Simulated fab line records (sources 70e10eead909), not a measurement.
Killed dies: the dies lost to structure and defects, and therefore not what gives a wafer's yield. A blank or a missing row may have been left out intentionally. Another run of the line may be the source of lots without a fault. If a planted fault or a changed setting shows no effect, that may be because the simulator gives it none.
fab line records ; flow nand_harc ; part 1 of 2: steps 1 to 27 of 33
[record] lots = 5; wafers = 15; last_day = 27
route steps=1159 shown A_M0@1011 A_M1@1026
lots that met no fault: taken from a fault-free run of the same line
start_h: start of the lot's first displayed wafer, in hours after the record's first day ; wait_h: hours since the lot's step before ; " the same as in the row above ; L1.1+2: a single row standing in for several wafers ; - either no value or no given start ; * or withheld: withheld ; < > ~ a bound
route shown NAME@n: names a module that has steps shown in the file, with the first one's number in the route ; usual: mean/standard deviation taken from wafers without a fault ; same: alike in all rows ; chamber/n: place in a boat ; sites: the reading at each site ; _std_site: the values' standard deviation ; _edge_site: mean of outer sites minus mean of inner sites ; radius_mm: how far each site lies from the wafer's centre ; mask NAME#n: copy n ; behind: the most recent tool/chamber to have shaped the wafer ; hold: what put the lot on hold/how long, in hours/how the hold closed ; device: which transistor (n, p or np) failed to switch ; end of line: the same wafers' tests at the end of the route ; a step without rows: its recipe alone ; killed: at the first sort, the dies lost to defects and structure; wafer yield is something else ; map: shows each die of a wafer: x if killed, . if not, _ if none is there
set.NAME: the run value of the setting; set.NAME@STEP: its run value at that earlier step ; model.NAME: the simulator's own value behind a step, which no gauge read
a table for each step, a row for each wafer; lots at some steps of the route
services: a tool's chamber out of use, with start hour (start_h, from the record's first day; less than 0 if before it), hours out, and reason
[[steps]]
[step NHARC_A_M0_STRIP_18]
[recipe] power_w = 1000; n2_flow_sccm = 150; h2_flow_sccm = 150; ar_flow_sccm = 0; bias_w = 0; chemistry = N2/H2
[usual] drypump_motor_current_A = 5.8/0.47; oes_product_au = 0.998/0.0068; rf_vpp_V = 90.8/1.1; showerhead_plenum_p_Torr = 2.05/0.084; throttle_valve_pct = 14.171/0.0088
lot.wafer;tool;chamber;start_h;wait_h;drypump_motor_current_A;oes_product_au;rf_hours_counter_h;rf_vpp_V;showerhead_plenum_p_Torr;throttle_valve_pct
L076.2;rie_diel-02;0;436.44;0.1;6.0;1.007;6;91.9;1.99;14.157
L076.6;rie_diel-02;0;436.44;0.1;6.0;0.999;-;90.6;1.99;14.190
L076.5;rie_diel-02;1;436.44;0.1;5.5;1.003;-;92.7;2.19;14.157
L079.1;rie_diel-10;3;462.46;0.1;6.6;0.995;6;91.0;1.96;14.172
L079.3;rie_diel-10;0;462.46;0.1;6.1;1.011;6;90.2;2.13;14.176
L079.2;rie_diel-10;2;462.46;0.1;6.4;0.998;7;91.7;1.99;14.171
L083.4;rie_diel-10;1;515.57;0.1;5.3;1.004;11;91.0;2.05;14.167
L083.2;rie_diel-10;2;515.57;0.1;6.4;0.998;13;90.7;1.98;14.173
L083.1;rie_diel-10;3;515.57;0.1;6.6;1.005;12;88.8;1.95;14.174
L085.3;rie_diel-02;2;525.21;0.1;5.8;0.993;1;91.1;2.20;14.176
L085.2;rie_diel-02;3;525.21;0.1;5.5;0.994;1;90.8;1.99;14.160
L085.1;rie_diel-02;1;525.21;0.1;5.5;0.998;1;91.9;2.18;14.170
L096.1;rie_diel-05;2;574.25;0.1;5.1;0.987;3;89.5;1.93;14.174
L096.4;rie_diel-05;3;574.25;0.1;5.2;0.998;3;91.2;2.05;14.153
L096.3;rie_diel-05;0;574.25;0.1;5.1;0.998;3;91.6;2.01;14.171
[step NHARC_A_M0_STRIP_19]
[recipe] time_s = 600; temp_c = 30; chemistry = post_etch_residue_remover
[same] time_s = 600
lot.wafer;tool;chamber;start_h;wait_h
L076.5+2+6;wet_bench-02;0,1,3;436.72;-
L079.2+1+3;wet_bench-06;7,1,3;462.74;-
L083.2+1+4;wet_bench-01;0,2,3;515.86;-
L085.1+3+2;wet_bench-02;2,5,6;525.49;-
L096.3+4+1;wet_bench-06;4,6,7;574.51;-
[step NHARC_A_M0_DEGAS_28]
[recipe] temp_c = 250; time_s = 60
[usual] heater_power_w = 341/28
[same] time_s = 60
lot.wafer;tool;chamber;start_h;wait_h;heater_power_w
L076.2;pvd_sputter-02;-;436.99;-;332
L076.5;pvd_sputter-02;-;436.99;-;393
L076.6;pvd_sputter-02;-;436.99;-;328
L079.1;pvd_sputter-02;-;463.00;-;355
L079.3;pvd_sputter-02;-;463.00;-;317
L079.2;pvd_sputter-02;-;463.00;-;394
L083.4;pvd_sputter-02;-;516.13;-;349
L083.2;pvd_sputter-02;-;516.13;-;321
L083.1;pvd_sputter-02;-;516.13;-;389
L085.1;pvd_sputter-03;-;525.76;-;349
L085.2;pvd_sputter-03;-;525.76;-;366
L085.3;pvd_sputter-03;-;525.76;-;312
L096.4;pvd_sputter-03;-;574.77;-;300
L096.3;pvd_sputter-03;-;574.77;-;302
L096.1;pvd_sputter-03;-;574.77;-;365
[step NHARC_A_M0_PRE_CLEAN_29]
[recipe] time_s = 30; temp_c = 280; gas = H2/He
[usual] heater_power_w = 416/35
[same] time_s = 30
lot.wafer;tool;chamber;start_h;wait_h;heater_power_w
L076.2;pvd_sputter-02;-;-;-;488
L076.6;pvd_sputter-02;-;-;-;435
L076.5;pvd_sputter-02;-;-;-;388
L079.2;pvd_sputter-02;-;-;-;493
L079.3;pvd_sputter-02;-;-;-;406
L079.1;pvd_sputter-02;-;-;-;433
L083.1;pvd_sputter-02;-;-;-;433
L083.2;pvd_sputter-02;-;-;-;381
L083.4;pvd_sputter-02;-;-;-;504
L085.2;pvd_sputter-03;-;-;-;359
L085.1;pvd_sputter-03;-;-;-;419
L085.3;pvd_sputter-03;-;-;-;380
L096.1;pvd_sputter-03;-;-;-;382
L096.4;pvd_sputter-03;-;-;-;360
L096.3;pvd_sputter-03;-;-;-;457
[step NHARC_A_M0_PVD_20]
[recipe] target_thk_a = 50; bias_v = 168.6; power_w = 15000; chamber_pressure_pa = 0.12; time_s = 8.06; substrate_temp_c = 50; material = TaN
[usual] throttle_valve_pct = 29.8/0.72
[same] time_s = 8.06
lot.wafer;tool;chamber;start_h;wait_h;throttle_valve_pct
L076.2;pvd_sputter-02;-;-;-;28.8
L076.6;pvd_sputter-02;-;-;-;30.2
L076.5;pvd_sputter-02;-;-;-;28.8
L079.3;pvd_sputter-02;-;-;-;30.8
L079.1;pvd_sputter-02;-;-;-;29.7
L079.2;pvd_sputter-02;-;-;-;30.1
L083.2;pvd_sputter-02;-;-;-;31.1
L083.4;pvd_sputter-02;-;-;-;30.0
L083.1;pvd_sputter-02;-;-;-;29.0
L085.2;pvd_sputter-03;-;-;-;30.5
L085.1;pvd_sputter-03;-;-;-;29.8
L085.3;pvd_sputter-03;-;-;-;29.4
L096.3;pvd_sputter-03;-;-;-;30.2
L096.1;pvd_sputter-03;-;-;-;29.8
L096.4;pvd_sputter-03;-;-;-;28.8
[step NHARC_A_M0_PVD_21]
[recipe] target_thk_a = 300; chamber_pressure_pa = 5; power_w = 5000; substrate_temp_c = 30; time_s = 20.49; material = Cu
[usual] throttle_valve_pct = 29.8/0.76
[same] time_s = 20.49
lot.wafer;tool;chamber;start_h;wait_h;throttle_valve_pct
L076.2;pvd_sputter-02;-;-;-;30.9
L076.5;pvd_sputter-02;-;-;-;30.0
L076.6;pvd_sputter-02;-;-;-;29.0
L079.2;pvd_sputter-02;-;-;-;30.1
L079.1;pvd_sputter-02;-;-;-;29.0
L079.3;pvd_sputter-02;-;-;-;29.7
L083.1;pvd_sputter-02;-;-;-;30.1
L083.2;pvd_sputter-02;-;-;-;31.2
L083.4;pvd_sputter-02;-;-;-;29.6
L085.3;pvd_sputter-03;-;-;-;29.0
L085.1;pvd_sputter-03;-;-;-;30.2
L085.2;pvd_sputter-03;-;-;-;29.6
L096.3;pvd_sputter-03;-;-;-;28.7
L096.1;pvd_sputter-03;-;-;-;29.6
L096.4;pvd_sputter-03;-;-;-;30.0
[step NHARC_A_M0_ECD_22]
[recipe] target_thk_a = 4000; bath_temp_c = 25; material = Cu
lot.wafer;tool;chamber;start_h;wait_h
L076.2+5+6;ecd_cu-02;1,0,1;437.39;-
L079.1+2+3;ecd_cu-02;1,0,0;463.36;-
L083.1+2+4;ecd_cu-01;1,0,0;516.48;-
L085.1+2+3;ecd_cu-02;1,0,0;526.12;-
L096.1+4+3;ecd_cu-01;1,0,1;575.44;-
[step NHARC_A_M0_ANNEAL_30]
[recipe] temp_c = 225; time_s = 90
[usual] wafer_temp_C_max = 226.2/0.4
[same] time_s = 90
lot.wafer;tool;chamber;start_h;wait_h;wafer_temp_C_max
L076.2;rtp_anneal-01;0;437.77;-;225.6
L076.5;rtp_anneal-01;0;437.77;-;225.9
L076.6;rtp_anneal-01;0;437.77;-;225.7
L079.1;rtp_anneal-02;0;464.08;-;226.1
L079.2;rtp_anneal-02;0;464.08;-;226.6
L079.3;rtp_anneal-02;0;464.08;-;226.0
L083.1;rtp_anneal-02;0;517.07;-;227.0
L083.2;rtp_anneal-02;0;517.07;-;227.0
L083.4;rtp_anneal-02;0;517.07;-;226.2
L085.1;rtp_anneal-01;0;526.52;-;226.1
L085.2;rtp_anneal-01;0;526.52;-;225.9
L085.3;rtp_anneal-01;0;526.52;-;225.9
L096.1;rtp_anneal-02;0;575.81;-;226.7
L096.3;rtp_anneal-02;0;575.81;-;226.5
L096.4;rtp_anneal-02;0;575.81;-;226.7
[step NHARC_A_M0_CMP_23]
[recipe] t_overpolish_s = 20; target_thk_nm = 113.75
[usual] motor_current_A = 11.8/1.2; time_to_endpoint_s = 28.8/1.9
lot.wafer;tool;chamber;start_h;wait_h;motor_current_A;time_to_endpoint_s
L076.2;cmp-04;0;438.09;-;11.1;30.3
L076.6;cmp-04;3;438.09;-;10.9;30.7
L076.5;cmp-04;0;438.09;-;11.1;28.9
L079.2;cmp-01;0;464.46;-;10.0;28.0
L079.1;cmp-01;1;464.46;-;13.2;29.0
L079.3;cmp-01;2;464.46;-;13.2;28.4
L083.1;cmp-01;2;517.42;-;13.8;29.2
L083.4;cmp-01;0;517.42;-;10.2;29.4
L083.2;cmp-01;1;517.42;-;12.6;28.3
L085.3;cmp-04;1;526.86;-;12.1;27.3
L085.1;cmp-04;3;526.86;-;10.7;29.8
L085.2;cmp-04;0;526.86;-;11.3;28.9
L096.3;cmp-02;2;576.19;-;9.8;31.2
L096.4;cmp-02;3;576.19;-;11.5;32.0
L096.1;cmp-02;0;576.19;-;13.4;31.8
[step NHARC_A_M0_THK_MEAS_24]
[recipe] thk_meas_gauge = xrf
[usual] thk_nm = 113.5/1.4
lot.wafer;tool;chamber;start_h;wait_h;thk_nm
L076.2;film_metro-02;-;438.37;-;115.0
L076.5;film_metro-02;-;438.37;-;114.1
L076.6;film_metro-02;-;438.37;-;114.4
L079.1;film_metro-02;-;464.75;-;114.3
L079.2;film_metro-02;-;464.75;-;115.4
L079.3;film_metro-02;-;464.75;-;115.0
L083.1;film_metro-01;-;517.73;-;112.9
L083.2;film_metro-01;-;517.73;-;114.9
L083.4;film_metro-01;-;517.73;-;115.7
L085.1;film_metro-01;-;527.18;-;112.0
L085.2;film_metro-01;-;527.18;-;115.1
L085.3;film_metro-01;-;527.18;-;112.0
L096.1;film_metro-01;-;576.47;-;113.9
L096.3;film_metro-01;-;576.47;-;112.3
L096.4;film_metro-01;-;576.47;-;112.8
[step NHARC_A_M0_SRD_25]
lot.wafer;tool;chamber;start_h;wait_h
L076.6+5+2;wet_bench-08;7,0,1;438.42;0.0
L079.1+3+2;wet_bench-10;1,2,5;464.79;0.0
L083.2+1+4;wet_bench-08;4,6,0;517.78;0.0
L085.2+3+1;wet_bench-08;0,1,3;527.23;0.1
L096.3+1+4;wet_bench-10;4,6,7;576.51;0.0
[step NHARC_A_M0_INSPECT_27]
[usual] raw_defect_count = 422/110
lot.wafer;tool;chamber;start_h;wait_h;raw_defect_count
L076.2;defect_inspect-02;-;438.53;0.0;364
L076.5;defect_inspect-02;-;438.53;0.0;364
L076.6;defect_inspect-02;-;438.53;0.0;346
L079.1;defect_inspect-01;-;464.92;0.0;314
L079.2;defect_inspect-01;-;464.92;0.0;416
L079.3;defect_inspect-01;-;464.92;0.0;421
L083.1;defect_inspect-01;-;517.89;0.0;581
L083.2;defect_inspect-01;-;517.89;0.0;487
L083.4;defect_inspect-01;-;517.89;0.0;508
L085.1;defect_inspect-02;-;527.37;0.0;376
L085.2;defect_inspect-02;-;527.37;0.0;435
L085.3;defect_inspect-02;-;527.37;0.0;357
L096.1;defect_inspect-02;-;576.64;0.0;477
L096.3;defect_inspect-02;-;576.64;0.0;399
L096.4;defect_inspect-02;-;576.64;0.0;460
[step NHARC_A_M0_PRE_CLEAN_31]
[recipe] time_s = 12; temp_c = 370; rf_power_w = 300; gas = NH3
[usual] heater_power_w = 621/67
[same] time_s = 12
lot.wafer;tool;chamber;start_h;wait_h;heater_power_w
L076.2;pecvd-01;0;438.69;0.2;666
L076.6;pecvd-01;2;438.69;0.2;605
L076.5;pecvd-01;1;438.69;0.2;592
L079.2;pecvd-03;1;465.07;0.2;503
L079.3;pecvd-03;2;465.07;0.2;618
L079.1;pecvd-03;0;465.07;0.2;569
L083.2;pecvd-03;0;518.01;0.1;566
L083.1;pecvd-03;2;518.01;0.1;695
L083.4;pecvd-03;0;518.01;0.1;570
L085.3;pecvd-03;0;527.47;0.1;554
L085.1;pecvd-03;1;527.47;0.1;515
L085.2;pecvd-03;2;527.47;0.1;667
L096.3;pecvd-03;1;576.73;0.1;529
L096.1;pecvd-03;0;576.73;0.1;542
L096.4;pecvd-03;0;576.73;0.1;531
[step NHARC_A_M0_DEP_32]
[recipe] target_thk_a = 300; temp_c = 370; target_thk_nm = 30; pressure_torr = 3; flow_sccm = 200; rf_w = 450; material = SiCN
[usual] chamber_pressure_Torr = 3.000/0.0075; heater_power_w = 573/58
lot.wafer;tool;chamber;start_h;wait_h;chamber_pressure_Torr;heater_power_w
L076.2;pecvd-01;0;438.80;0.1;3.000;623
L076.6;pecvd-01;2;438.80;0.1;2.992;557
L076.5;pecvd-01;1;438.80;0.1;2.998;608
L079.2;pecvd-03;1;465.15;0.1;3.002;478
L079.3;pecvd-03;2;465.15;0.1;2.993;602
L079.1;pecvd-03;0;465.15;0.1;2.993;448
L083.2;pecvd-03;0;518.13;0.1;3.005;522
L083.1;pecvd-03;2;518.13;0.1;3.005;536
L083.4;pecvd-03;0;518.13;0.1;3.013;539
L085.3;pecvd-03;0;527.55;0.1;2.988;539
L085.1;pecvd-03;1;527.55;0.1;3.007;474
L085.2;pecvd-03;2;527.55;0.1;3.009;646
L096.3;pecvd-03;1;576.81;0.1;2.996;544
L096.1;pecvd-03;0;576.81;0.1;2.994;490
L096.4;pecvd-03;0;576.81;0.1;2.991;483
[step NHARC_A_M1_DEP_00]
[recipe] target_thk_a = 1825; target_thk_nm = 182.5; temp_c = withheld; pressure_torr = 5; flow_sccm = 200; rf_w = 600; material = SiOC
[usual] chamber_pressure_Torr = 5.001/0.01
lot.wafer;tool;chamber;start_h;wait_h;chamber_pressure_Torr
L076.2;pecvd-02;2;439.25;-;5.006
L076.5;pecvd-02;1;439.25;-;5.000
L076.6;pecvd-02;2;439.25;-;5.022
L079.2;pecvd-03;0;-;-;4.995
L079.1;pecvd-03;1;-;-;4.991
L079.3;pecvd-03;2;-;-;5.011
L083.2;pecvd-01;2;518.98;0.8;4.992
L083.1;pecvd-01;0;518.98;0.8;5.016
L083.4;pecvd-01;2;518.98;0.8;4.992
L085.1;pecvd-01;2;527.97;-;4.987
L085.3;pecvd-01;0;527.97;-;4.996
L085.2;pecvd-01;1;527.97;-;5.000
L096.3;pecvd-02;1;577.44;-;5.011
L096.1;pecvd-02;2;577.44;-;4.999
L096.4;pecvd-02;0;577.44;-;5.004
[step NHARC_A_M1_DEHYDRATE_01]
[recipe] temp_c = 150; time_s = 120
[usual] resist_line_temp_C = 23.02/0.085
[same] time_s = 120
lot.wafer;tool;chamber;start_h;wait_h;resist_line_temp_C
L076.2;litho_track-04;0;439.71;0.4;23.09
L076.5;litho_track-04;0;439.71;0.4;23.02
L076.6;litho_track-04;0;439.71;0.4;23.07
L079.1;litho_track-04;0;465.95;-;23.03
L079.2;litho_track-04;0;465.95;-;22.93
L079.3;litho_track-04;0;465.95;-;23.09
L083.1;litho_track-06;0;519.33;-;23.14
L083.2;litho_track-06;0;519.33;-;22.91
L083.4;litho_track-06;0;519.33;-;23.12
L085.1;litho_track-06;0;528.37;-;23.03
L085.2;litho_track-06;0;528.37;-;23.01
L085.3;litho_track-06;0;528.37;-;23.19
L096.1;litho_track-01;0;577.80;-;23.19
L096.3;litho_track-01;0;577.80;-;23.06
L096.4;litho_track-01;0;577.80;-;23.18
[step NHARC_A_M1_HMDS_02]
[recipe] time_s = 30
[usual] resist_line_temp_C = 22.98/0.092
[same] time_s = 30
lot.wafer;tool;chamber;start_h;wait_h;resist_line_temp_C
L076.2;litho_track-04;0;-;-;22.89
L076.5;litho_track-04;0;-;-;22.91
L076.6;litho_track-04;0;-;-;22.89
L079.1;litho_track-04;0;-;-;22.94
L079.2;litho_track-04;0;-;-;22.91
L079.3;litho_track-04;0;-;-;23.11
L083.1;litho_track-06;0;-;-;22.92
L083.2;litho_track-06;0;-;-;23.03
L083.4;litho_track-06;0;-;-;22.99
L085.1;litho_track-06;0;-;-;23.04
L085.2;litho_track-06;0;-;-;22.97
L085.3;litho_track-06;0;-;-;22.96
L096.1;litho_track-01;0;-;-;22.95
L096.3;litho_track-01;0;-;-;22.81
L096.4;litho_track-01;0;-;-;22.81
[step NHARC_A_M1_COAT_34]
[recipe] temp_c = 200; time_s = 65
[usual] resist_line_temp_C = 23.02/0.1
[same] time_s = 65
lot.wafer;tool;chamber;start_h;wait_h;resist_line_temp_C
L076.2;litho_track-04;0;-;-;23.10
L076.5;litho_track-04;0;-;-;23.24
L076.6;litho_track-04;0;-;-;23.23
L079.1;litho_track-04;0;-;-;22.96
L079.2;litho_track-04;0;-;-;23.08
L079.3;litho_track-04;0;-;-;22.82
L083.1;litho_track-06;0;-;-;22.82
L083.2;litho_track-06;0;-;-;22.84
L083.4;litho_track-06;0;-;-;22.86
L085.1;litho_track-06;0;-;-;22.94
L085.2;litho_track-06;0;-;-;22.95
L085.3;litho_track-06;0;-;-;23.01
L096.1;litho_track-01;0;-;-;22.91
L096.3;litho_track-01;0;-;-;23.08
L096.4;litho_track-01;0;-;-;23.20
[step NHARC_A_M1_COAT_03]
[recipe] spin_rpm = 1500; resist_thk_nm = 90
[usual] resist_line_temp_C = 22.97/0.11
lot.wafer;tool;chamber;start_h;wait_h;resist_line_temp_C
L076.2;litho_track-04;0;-;-;22.91
L076.5;litho_track-04;0;-;-;22.94
L076.6;litho_track-04;0;-;-;22.96
L079.1;litho_track-04;0;-;-;22.77
L079.2;litho_track-04;0;-;-;22.94
L079.3;litho_track-04;0;-;-;22.90
L083.1;litho_track-06;0;-;-;22.71
L083.2;litho_track-06;0;-;-;22.87
L083.4;litho_track-06;0;-;-;22.73
L085.1;litho_track-06;0;-;-;22.86
L085.2;litho_track-06;0;-;-;23.09
L085.3;litho_track-06;0;-;-;22.90
L096.1;litho_track-01;0;-;-;23.03
L096.3;litho_track-01;0;-;-;23.06
L096.4;litho_track-01;0;-;-;23.01
[step NHARC_A_M1_SOFTBAKE_04]
[recipe] temp_c = 105; time_s = 55
[usual] resist_line_temp_C = 23.00/0.084
[same] time_s = 55
lot.wafer;tool;chamber;start_h;wait_h;resist_line_temp_C
L076.2;litho_track-04;0;-;-;22.90
L076.5;litho_track-04;0;-;-;22.97
L076.6;litho_track-04;0;-;-;22.96
L079.1;litho_track-04;0;-;-;23.09
L079.2;litho_track-04;0;-;-;23.01
L079.3;litho_track-04;0;-;-;23.08
L083.1;litho_track-06;0;-;-;22.94
L083.2;litho_track-06;0;-;-;23.03
L083.4;litho_track-06;0;-;-;23.08
L085.1;litho_track-06;0;-;-;23.21
L085.2;litho_track-06;0;-;-;23.01
L085.3;litho_track-06;0;-;-;23.07
L096.1;litho_track-01;0;-;-;22.74
L096.3;litho_track-01;0;-;-;23.12
L096.4;litho_track-01;0;-;-;23.08
[step NHARC_A_M1_EBR_05]
[usual] resist_line_temp_C = 23.00/0.1
lot.wafer;tool;chamber;start_h;wait_h;resist_line_temp_C
L076.2;litho_track-04;0;-;-;22.86
L076.5;litho_track-04;0;-;-;22.93
L076.6;litho_track-04;0;-;-;22.96
L079.1;litho_track-04;0;-;-;22.91
L079.2;litho_track-04;0;-;-;22.96
L079.3;litho_track-04;0;-;-;23.07
L083.1;litho_track-06;0;-;-;22.91
L083.2;litho_track-06;0;-;-;22.90
L083.4;litho_track-06;0;-;-;22.90
L085.1;litho_track-06;0;-;-;22.93
L085.2;litho_track-06;0;-;-;22.99
L085.3;litho_track-06;0;-;-;22.86
L096.1;litho_track-01;0;-;-;22.85
L096.3;litho_track-01;0;-;-;22.85
L096.4;litho_track-01;0;-;-;22.83
[step NHARC_A_M1_EXPOSE_06]
[recipe] na = 1.35; target_cd_nm = 120; dose_mj = 75.13; mask_id = A_M1
[usual] focus_offset_nm = 0.0/0.58
lot.wafer;tool;chamber;start_h;wait_h;mask;focus_offset_nm
L076.2;arfi_scanner-03;0;440.01;-;A_M1#0;0.3
L076.5;arfi_scanner-03;0;440.01;-;A_M1#0;0.2
L076.6;arfi_scanner-03;0;440.01;-;A_M1#0;0.3
L079.1;arfi_scanner-03;0;466.11;-;A_M1#0;0.3
L079.2;arfi_scanner-03;0;466.11;-;A_M1#0;0.7
L079.3;arfi_scanner-03;0;466.11;-;A_M1#0;-0.7
L083.1;arfi_scanner-01;0;519.62;-;A_M1#0;0.6
L083.2;arfi_scanner-01;0;519.62;-;A_M1#0;-0.9
L083.4;arfi_scanner-01;0;519.62;-;A_M1#0;-0.6
L085.1;arfi_scanner-01;0;528.66;-;A_M1#0;-0.5
L085.2;arfi_scanner-01;0;528.66;-;A_M1#0;-0.3
L085.3;arfi_scanner-01;0;528.66;-;A_M1#0;-1.0
L096.1;arfi_scanner-01;0;578.09;-;A_M1#0;1.3
L096.3;arfi_scanner-01;0;578.09;-;A_M1#0;0.3
L096.4;arfi_scanner-01;0;578.09;-;A_M1#0;0.3
[step NHARC_A_M1_PEB_07]
[recipe] peb_temp_c = 100; peb_time_s = 65
[usual] resist_line_temp_C = 22.98/0.11
lot.wafer;tool;chamber;start_h;wait_h;resist_line_temp_C
L076.2;litho_track-01;0;440.06;0.1;22.73
L076.5;litho_track-01;0;440.06;0.1;22.92
L076.6;litho_track-01;0;440.06;0.1;22.78
L079.1;litho_track-06;0;466.17;0.1;22.88
L079.2;litho_track-06;0;466.17;0.1;22.83
L079.3;litho_track-06;0;466.17;0.1;22.92
L083.1;litho_track-01;0;519.68;0.1;23.01
L083.2;litho_track-01;0;519.68;0.1;23.07
L083.4;litho_track-01;0;519.68;0.1;22.91
L085.1;litho_track-06;0;528.72;0.1;23.01
L085.2;litho_track-06;0;528.72;0.1;23.06
L085.3;litho_track-06;0;528.72;0.1;23.19
L096.1;litho_track-01;0;578.15;0.1;22.99
L096.3;litho_track-01;0;578.15;0.1;22.99
L096.4;litho_track-01;0;578.15;0.1;22.84
[step NHARC_A_M1_DEVELOP_08]
[recipe] develop_time_s = 35; dev_temp_c = 23
[usual] resist_line_temp_C = 22.99/0.12
lot.wafer;tool;chamber;start_h;wait_h;resist_line_temp_C
L076.2;litho_track-01;0;-;-;22.99
L076.5;litho_track-01;0;-;-;22.95
L076.6;litho_track-01;0;-;-;23.01
L079.1;litho_track-06;0;-;-;23.12
L079.2;litho_track-06;0;-;-;23.01
L079.3;litho_track-06;0;-;-;23.03
L083.1;litho_track-01;0;-;-;22.94
L083.2;litho_track-01;0;-;-;22.85
L083.4;litho_track-01;0;-;-;22.76
L085.1;litho_track-06;0;-;-;22.97
L085.2;litho_track-06;0;-;-;23.06
L085.3;litho_track-06;0;-;-;23.04
L096.1;litho_track-01;0;-;-;22.89
L096.3;litho_track-01;0;-;-;22.83
L096.4;litho_track-01;0;-;-;22.84
[step NHARC_A_M1_CD_MEAS_09]
[recipe] target_cd_nm = 120; landing_energy_ev = 500
[usual] cd_nm = 119.9/0.57
lot.wafer;tool;chamber;start_h;wait_h;cd_nm
L076.2;cd_sem-02;0;440.14;-;120.5
L076.5;cd_sem-02;0;440.14;-;120.3
L076.6;cd_sem-02;0;440.14;-;119.9
L079.1;cd_sem-02;0;466.25;-;119.4
L079.2;cd_sem-02;0;466.25;-;120.0
L079.3;cd_sem-02;0;466.25;-;119.6
L083.1;cd_sem-02;0;519.76;-;120.1
L083.2;cd_sem-02;0;519.76;-;120.5
L083.4;cd_sem-02;0;519.76;-;120.4
L085.1;cd_sem-01;0;528.80;-;120.7
L085.2;cd_sem-01;0;528.80;-;120.5
L085.3;cd_sem-01;0;528.80;-;120.4
L096.1;cd_sem-01;0;578.23;-;120.5
L096.3;cd_sem-01;0;578.23;-;119.6
L096.4;cd_sem-01;0;578.23;-;119.9
[step NHARC_A_M1_OVL_MEAS_10]
[recipe] pitch_nm = 240
[usual] overlay_x_nm = 0.2/0.88; overlay_y_nm = -0.1/0.9
lot.wafer;tool;chamber;start_h;wait_h;overlay_x_nm;overlay_y_nm
L076.2;overlay-01;-;440.23;-;-1.0;-1.2
L076.5;overlay-01;-;440.23;-;-0.9;-0.8
L076.6;overlay-01;-;440.23;-;-0.7;-1.4
L079.1;overlay-02;-;466.35;-;-0.3;-0.6
L079.2;overlay-02;-;466.35;-;-0.5;-0.9
L079.3;overlay-02;-;466.35;-;-0.6;-0.6
L083.1;overlay-02;-;519.85;-;0.5;0.1
L083.2;overlay-02;-;519.85;-;0.8;0.6
L083.4;overlay-02;-;519.85;-;0.8;0.1
L085.1;overlay-01;-;528.89;-;0.6;0.6
L085.2;overlay-01;-;528.89;-;0.5;-0.1
L085.3;overlay-01;-;528.89;-;0.5;-0.3
L096.1;overlay-01;-;578.31;-;0.9;0.1
L096.3;overlay-01;-;578.31;-;0.8;0.1
L096.4;overlay-01;-;578.31;-;0.7;0.1
[step NHARC_A_M1_INSPECT_11]
[usual] raw_defect_count = 31/14
lot.wafer;tool;chamber;start_h;wait_h;raw_defect_count
L076.2;defect_inspect-02;-;440.27;0.0;20
L076.5;defect_inspect-02;-;440.27;0.0;7
L076.6;defect_inspect-02;-;440.27;0.0;13
L079.1;defect_inspect-01;-;466.39;0.0;24
L079.2;defect_inspect-01;-;466.39;0.0;22
L079.3;defect_inspect-01;-;466.39;0.0;16
L083.1;defect_inspect-02;-;519.89;0.0;12
L083.2;defect_inspect-02;-;519.89;0.0;15
L083.4;defect_inspect-02;-;519.89;0.0;10
L085.1;defect_inspect-01;-;528.92;0.0;44
L085.2;defect_inspect-01;-;528.92;0.0;42
L085.3;defect_inspect-01;-;528.92;0.0;30
L096.1;defect_inspect-02;-;578.35;0.0;43
L096.3;defect_inspect-02;-;578.35;0.0;35
L096.4;defect_inspect-02;-;578.35;0.0;33
